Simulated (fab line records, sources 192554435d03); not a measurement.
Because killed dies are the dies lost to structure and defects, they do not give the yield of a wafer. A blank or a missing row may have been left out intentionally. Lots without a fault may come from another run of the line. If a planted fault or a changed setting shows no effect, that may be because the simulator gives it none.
Which tool is to blame? | flow n5Finfet | 24 lots with 72 wafers sampled at 5 steps, on a route of 1938 steps

## WHAT THE GAUGES READ, wafer by wafer
N5_BEOL_M0_SAQP_OVL_MEAS_41. Usual: for M0_CUT1_OVL the level is -0.1 nm and the standard deviation is 0.66.
lot  | measured     | on         | M0_CUT1_OVL (nm) | flag
L074 | day 5 18:22  | overlay-02 | 0.3 0.4 0.1      | 
L075 | day 5 22:57  | overlay-02 | -0.2 0.0 0.5     | 
L076 | day 6 05:18  | overlay-02 | 0.7 -0.5 0.7     | 
L077 | day 6 10:11  | overlay-01 | 1.3 0.4 0.9      | 
L078 | day 6 13:13  | overlay-02 | -0.3 -0.5 -0.8   | 
L079 | day 6 19:36  | overlay-02 | -0.1 -0.5 -1.1   | 
L080 | day 7 06:43  | overlay-02 | 0.4 -0.1 0.9     | 
L081 | day 7 10:48  | overlay-02 | -0.5 -0.7 -0.4   | 
L082 | day 7 13:58  | overlay-02 | 0.0 0.4 -0.8     | 
L083 | day 8 00:13  | overlay-01 | -0.1 -0.9 1.1    | 
L084 | day 8 03:29  | overlay-01 | -0.1 -0.4 0.1    | 
L085 | day 8 08:20  | overlay-02 | -0.6 -0.5 -1.8   | 
L086 | day 8 14:44  | overlay-02 | 0.4 0.5 0.0      | 
L087 | day 8 23:28  | overlay-01 | 0.1 0.3 -0.5     | 
L088 | day 9 02:00  | overlay-02 | 0.4 -0.5 0.6     | 
L089 | day 9 11:52  | overlay-02 | 0.1 -0.2 -0.4    | 
L090 | day 9 16:17  | overlay-01 | 0.4 0.3 -0.6     | 
L091 | day 9 22:08  | overlay-02 | 0.8 0.2 -0.1     | 
L092 | day 10 03:15 | overlay-01 | 0.0 0.2 0.5      | 
L093 | day 10 12:21 | overlay-01 | 0.2 -0.5 0.0     | 
L094 | day 10 12:59 | overlay-02 | -0.7 -0.7 -0.4   | 
L095 | day 10 21:04 | overlay-02 | 1.7 0.8 0.2      | 
L096 | day 11 10:22 | overlay-02 | -0.5 -0.8 -0.4   | 
L097 | day 11 15:43 | overlay-01 | -0.7 0.0 -0.2    | 

N5_BEOL_M0_RS_MEAS_126: measurement is done with a four-point probe. Usual: for M0_RS the level is 0.532 ohm/sq and the standard deviation is 0.026.
lot  | measured     | on           | M0_RS (ohm/sq)    | flag
L074 | day 6 03:11  | filmMetro-02 | 0.545 0.517 0.534 | 
L075 | day 6 05:43  | filmMetro-02 | 0.542 0.546 0.517 | 
L076 | day 6 11:43  | filmMetro-01 | 0.516 0.516 0.517 | 
L077 | day 6 21:20  | filmMetro-01 | 0.506 0.527 0.518 | 
L078 | day 6 21:46  | filmMetro-01 | 0.540 0.509 0.517 | 
L079 | day 7 04:55  | filmMetro-01 | 0.507 0.470 0.499 | 
L080 | day 8 01:16  | filmMetro-01 | 0.546 0.558 0.564 | 
L081 | day 8 00:41  | filmMetro-01 | 0.552 0.521 0.561 | 
L082 | day 8 03:27  | filmMetro-01 | 0.523 0.526 0.504 | 
L083 | day 8 10:44  | filmMetro-02 | 0.523 0.508 0.499 | 
L084 | day 8 10:54  | filmMetro-01 | 0.548 0.558 0.516 | 
L085 | day 8 17:52  | filmMetro-02 | 0.575 0.498 0.491 | 
L086 | day 8 22:46  | filmMetro-02 | 0.494 0.540 0.482 | 
L087 | day 9 07:04  | filmMetro-02 | 0.534 0.534 0.516 | 
L088 | day 9 08:32  | filmMetro-02 | 0.522 0.538 0.544 | 
L089 | day 9 19:47  | filmMetro-01 | 0.531 0.545 0.530 | 
L090 | day 10 00:34 | filmMetro-01 | 0.529 0.525 0.516 | 
L091 | day 10 04:14 | filmMetro-01 | 0.584 0.534 0.525 | 
L092 | day 10 09:55 | filmMetro-02 | 0.541 0.538 0.545 | 
L093 | day 10 21:01 | filmMetro-02 | 0.536 0.521 0.522 | 
L094 | day 10 21:20 | filmMetro-02 | 0.484 0.534 0.562 | 
L095 | day 11 09:04 | filmMetro-02 | 0.550 0.554 0.563 | 
L096 | day 11 17:29 | filmMetro-01 | 0.555 0.561 0.522 | 
L097 | day 12 02:51 | filmMetro-01 | 0.545 0.513 0.550 | 

## EACH LOT AND THE TOOL THAT RAN IT (in order: tool; ch and the chambers of the sampled wafers; start)
lot  | N5_BEOL_M0_HM_OPEN_105           | N5_BEOL_M0_ETCH_128               | N5_BEOL_M0_SPUTTER_134
L074 | rieMetal-02 ch 1, day 5 23:00    | rieDiel-05 ch 0,1,3, day 5 23:19  | pvdSputter-03, day 6 01:44
L075 | rieMetal-02 ch 0,1, day 6 01:11  | rieDiel-05 ch 0,1,2, day 6 01:28  | pvdSputter-03, day 6 04:20
L076 | rieMetal-01 ch 0,1, day 6 07:36  | rieDiel-05 ch 1,2,3, day 6 08:29  | pvdSputter-03, day 6 10:27
L077 | rieMetal-02 ch 0,1, day 6 17:36  | rieDiel-04 ch 0,1, day 6 17:55    | pvdSputter-01, day 6 19:37
L078 | rieMetal-02 ch 0,1, day 6 18:12  | rieDiel-01 ch 0,2,3, day 6 18:31  | pvdSputter-03, day 6 20:31
L079 | rieMetal-02 ch 0,1, day 7 01:19  | rieDiel-05 ch 0,1,2, day 7 01:42  | pvdSputter-03, day 7 03:20
L080 | rieMetal-01 ch 0,1, day 7 09:33  | rieDiel-04 ch 1,2, day 7 09:52    | pvdSputter-02, day 8 00:05
L081 | rieMetal-01 ch 0,1, day 7 18:56  | rieDiel-05 ch 0,1,3, day 7 20:14  | pvdSputter-01, day 7 23:29
L082 | rieMetal-03 ch 0, day 7 23:12    | rieDiel-01 ch 0,2,3, day 7 23:43  | pvdSputter-01, day 8 02:16
L083 | rieMetal-01 ch 0,1, day 8 07:29  | rieDiel-01 ch 0,1, day 8 07:49    | pvdSputter-01, day 8 09:05
L084 | rieMetal-02 ch 0,1, day 8 07:35  | rieDiel-05 ch 0,1,3, day 8 07:54  | pvdSputter-01, day 8 09:36
L085 | rieMetal-01 ch 0,1, day 8 13:26  | rieDiel-04 ch 1,2,3, day 8 13:46  | pvdSputter-01, day 8 16:41
L086 | rieMetal-02 ch 0,1, day 8 19:29  | rieDiel-01 ch 0,1, day 8 19:48    | pvdSputter-03, day 8 21:36
L087 | rieMetal-03 ch 0,1, day 9 02:43  | rieDiel-05 ch 0,1,2, day 9 03:03  | pvdSputter-02, day 9 05:54
L088 | rieMetal-03 ch 0,1, day 9 05:17  | rieDiel-04 ch 0,3, day 9 05:38    | pvdSputter-02, day 9 07:22
L089 | rieMetal-02 ch 0,1, day 9 16:22  | rieDiel-01 ch 0,2,3, day 9 16:40  | pvdSputter-03, day 9 18:20
L090 | rieMetal-02 ch 0,1, day 9 20:05  | rieDiel-04 ch 1,2,3, day 9 20:42  | pvdSputter-02, day 9 22:41
L091 | rieMetal-02 ch 0,1, day 10 00:34 | rieDiel-05 ch 0,1,3, day 10 00:56 | pvdSputter-03, day 10 02:58
L092 | rieMetal-03 ch 0,1, day 10 06:56 | rieDiel-04 ch 1,2, day 10 07:14   | pvdSputter-02, day 10 08:45
L093 | rieMetal-03 ch 0,1, day 10 16:22 | rieDiel-04 ch 1,3, day 10 16:44   | pvdSputter-03, day 10 19:49
L094 | rieMetal-02 ch 0, day 10 16:26   | rieDiel-01 ch 1,2,3, day 10 16:51 | pvdSputter-01, day 10 20:10
L095 | rieMetal-03 ch 0,1, day 11 05:01 | rieDiel-04 ch 0,1,3, day 11 05:30 | pvdSputter-01, day 11 06:59
L096 | rieMetal-03 ch 0,1, day 11 13:34 | rieDiel-05 ch 0,1,2, day 11 14:11 | pvdSputter-03, day 11 16:11
L097 | rieMetal-01 ch 0,1, day 11 20:19 | rieDiel-05 ch 0,1,2, day 11 21:38 | pvdSputter-02, day 12 01:41
- N5_BEOL_M0_HM_OPEN_105: chemistry Cl2/BCl3, target TiN, target depth 12 nm.
- N5_BEOL_M0_ETCH_128: etches SiCN in CF4/N2, target depth 12 nm, overetch 5.1 nm, time 21.4 s.
- N5_BEOL_M0_SPUTTER_134: material Cu, target thk 4 nm, time 7.37 s.

## WHAT THE TOOLS THEMSELVES READ (means of the sampled wafers that have a number; where no wafer has one, the mark that the record gives instead)
N5_BEOL_M0_HM_OPEN_105. Usual: biasW 126.0 W, standard deviation 0.37; drypumpMotorCurrentA 5.65 A, standard deviation 0.16; oesProductAu 0.82 a.u., standard deviation 0.11; throttleValvePct 22.01 %, standard deviation 0.28.
lot  | tool        | biasW (W) | drypumpMotorCurrentA (A) | oesProductAu (a.u.) | throttleValvePct (%) | flag
L074 | rieMetal-02 | 126.5     | 5.34                     | 0.82                | 21.93                | 
L075 | rieMetal-02 | 125.7     | 5.57                     | 0.83                | 21.74                | 
L076 | rieMetal-01 | 126.0     | 5.79                     | 0.96                | 22.10                | 
L077 | rieMetal-02 | 126.3     | 5.44                     | 0.82                | 21.82                | 
L078 | rieMetal-02 | 126.5     | 5.54                     | 0.82                | 21.75                | 
L079 | rieMetal-02 | 125.9     | 5.55                     | 0.82                | 21.75                | 
L080 | rieMetal-01 | 126.0     | 5.81                     | 0.95                | 22.17                | 
L081 | rieMetal-01 | 126.0     | 5.81                     | 0.93                | 22.17                | 
L082 | rieMetal-03 | 126.0     | 5.69                     | 0.61                | 22.48                | 
L083 | rieMetal-01 | 126.2     | 5.78                     | 0.92                | 22.11                | 
L084 | rieMetal-02 | 126.0     | 5.47                     | 0.81                | 21.85                | 
L085 | rieMetal-01 | 125.7     | 5.80                     | 0.92                | 22.11                | 
L086 | rieMetal-02 | 126.2     | 5.56                     | 0.81                | 21.76                | 
L087 | rieMetal-03 | 125.9     | 5.74                     | 0.83                | 22.11                | 
L088 | rieMetal-03 | 126.2     | 5.72                     | 0.72                | 22.31                | 
L089 | rieMetal-02 | 125.9     | 5.47                     | 0.81                | 21.84                | 
L090 | rieMetal-02 | 126.4     | 5.47                     | 0.80                | 21.85                | 
L091 | rieMetal-02 | 126.3     | 5.53                     | 0.80                | 21.78                | 
L092 | rieMetal-03 | 126.1     | 5.74                     | 0.71                | 22.31                | 
L093 | rieMetal-03 | 126.1     | 5.72                     | 0.81                | 22.13                | 
L094 | rieMetal-02 | 126.1     | 5.65                     | 0.80                | 21.67                | 
L095 | rieMetal-03 | 125.8     | 5.71                     | 0.70                | 22.32                | 
L096 | rieMetal-03 | 125.9     | 5.69                     | 0.70                | 22.33                | 
L097 | rieMetal-01 | 126.4     | 5.77                     | 0.89                | 22.12                | 

N5_BEOL_M0_ETCH_128. Usual: biasW 70.04 W, standard deviation 0.2; drypumpMotorCurrentA 5.6 A, standard deviation 0.41; oesProductAu 0.52 a.u., standard deviation 0.035; rfVppV 381.8 V, standard deviation 2.1; showerheadPlenumPTorr 2.18 Torr, standard deviation 0.074; throttleValvePct 15.47 %, standard deviation 0.2.
lot  | tool       | biasW (W) | drypumpMotorCurrentA (A) | oesProductAu (a.u.) | rfVppV (V) | showerheadPlenumPTorr (Torr) | throttleValvePct (%) | flag
L074 | rieDiel-05 | 69.82     | 5.6                      | 0.51                | 379.5      | 2.14                         | 15.40                | 
L075 | rieDiel-05 | 69.97     | 5.5                      | 0.53                | 382.5      | 2.20                         | 15.44                | 
L076 | rieDiel-05 | 69.94     | 5.7                      | 0.51                | 382.2      | 2.19                         | 15.49                | 
L077 | rieDiel-04 | 69.99     | 5.9                      | 0.53                | 381.7      | 2.18                         | 15.25                | 
L078 | rieDiel-01 | 70.27     | 5.4                      | 0.51                | 381.6      | 2.19                         | 15.55                | 
L079 | rieDiel-05 | 70.18     | 5.5                      | 0.52                | 382.2      | 2.19                         | 15.47                | 
L080 | rieDiel-04 | 70.18     | 5.9                      | 0.54                | 381.3      | 2.18                         | 15.69                | 
L081 | rieDiel-05 | 70.19     | 5.6                      | 0.51                | 379.8      | 2.13                         | 15.43                | 
L082 | rieDiel-01 | 69.95     | 5.4                      | 0.51                | 381.8      | 2.19                         | 15.56                | 
L083 | rieDiel-01 | 69.90     | 6.1                      | 0.50                | 385.1      | 2.28                         | 15.51                | 
L084 | rieDiel-05 | 70.12     | 5.6                      | 0.50                | 380.6      | 2.13                         | 15.45                | 
L085 | rieDiel-04 | 70.04     | 5.8                      | 0.56                | 381.4      | 2.17                         | 15.59                | 
L086 | rieDiel-01 | 70.02     | 5.9                      | 0.53                | 385.2      | 2.30                         | 15.40                | 
L087 | rieDiel-05 | 70.20     | 5.5                      | 0.51                | 381.7      | 2.19                         | 15.50                | 
L088 | rieDiel-04 | 70.06     | 5.6                      | 0.53                | 380.8      | 2.14                         | 15.30                | 
L089 | rieDiel-01 | 70.15     | 5.4                      | 0.49                | 382.2      | 2.19                         | 15.59                | 
L090 | rieDiel-04 | 70.05     | 5.7                      | 0.54                | 380.7      | 2.16                         | 15.61                | 
L091 | rieDiel-05 | 69.93     | 5.6                      | 0.51                | 381.2      | 2.13                         | 15.47                | 
L092 | rieDiel-04 | 70.18     | 5.8                      | 0.57                | 382.4      | 2.21                         | 15.68                | 
L093 | rieDiel-04 | 69.96     | 6.0                      | 0.50                | 379.7      | 2.12                         | 15.67                | 
L094 | rieDiel-01 | 70.14     | 5.3                      | 0.52                | 382.4      | 2.20                         | 15.49                | 
L095 | rieDiel-04 | 69.94     | 5.8                      | 0.52                | 381.3      | 2.14                         | 15.44                | 
L096 | rieDiel-05 | 70.15     | 5.6                      | 0.50                | 381.9      | 2.18                         | 15.53                | 
L097 | rieDiel-05 | 69.91     | 5.5                      | 0.50                | 381.4      | 2.18                         | 15.55                | 

N5_BEOL_M0_SPUTTER_134. Usual: substrateTempC -19.99 C, standard deviation 0.1; throttleValvePct 29.7 %, standard deviation 0.88.
lot  | tool          | substrateTempC (C) | throttleValvePct (%) | flag
L074 | pvdSputter-03 | -20.01             | 29.2                 | 
L075 | pvdSputter-03 | -20.05             | 29.4                 | 
L076 | pvdSputter-03 | -20.06             | 29.2                 | 
L077 | pvdSputter-01 | -19.97             | 30.2                 | 
L078 | pvdSputter-03 | -19.98             | 29.2                 | 
L079 | pvdSputter-03 | -20.01             | 29.8                 | 
L080 | pvdSputter-02 | -19.97             | 29.8                 | 
L081 | pvdSputter-01 | -19.82             | 30.6                 | 
L082 | pvdSputter-01 | -19.97             | 29.1                 | 
L083 | pvdSputter-01 | -20.06             | 30.0                 | 
L084 | pvdSputter-01 | -20.03             | 28.7                 | 
L085 | pvdSputter-01 | -19.91             | 29.3                 | 
L086 | pvdSputter-03 | -20.01             | 29.6                 | 
L087 | pvdSputter-02 | -20.02             | 29.7                 | 
L088 | pvdSputter-02 | -19.99             | 29.9                 | 
L089 | pvdSputter-03 | -19.96             | 29.0                 | 
L090 | pvdSputter-02 | -20.04             | 29.9                 | 
L091 | pvdSputter-03 | -20.00             | 29.8                 | 
L092 | pvdSputter-02 | -19.93             | 29.8                 | 
L093 | pvdSputter-03 | -20.00             | 29.4                 | 
L094 | pvdSputter-01 | -20.01             | 29.5                 | 
L095 | pvdSputter-01 | -20.06             | 29.2                 | 
L096 | pvdSputter-03 | -19.98             | 30.1                 | 
L097 | pvdSputter-02 | -20.04             | 29.6                 | 

## THE ANSWER, worked out from the rows above alone
Rule: a lot is off if the mean of its wafers that have a number lies more than 3 standard deviations from the usual mean. A lot without any number at a reading at which 4 lots or more have one is off too. The other lots that the step has rows for count as sound. After the gauges, taken in route order, come the tools' own readings; for these a lot's mean is taken, as printed above. The first step at which some lot is off is used, and at that step the reading that is off furthest; a lot without a number counts as furthest.
None of the lots is off at any reading shown; this tells nothing.

## WHAT HAD BEEN PUT IN BY THE SIMULATOR
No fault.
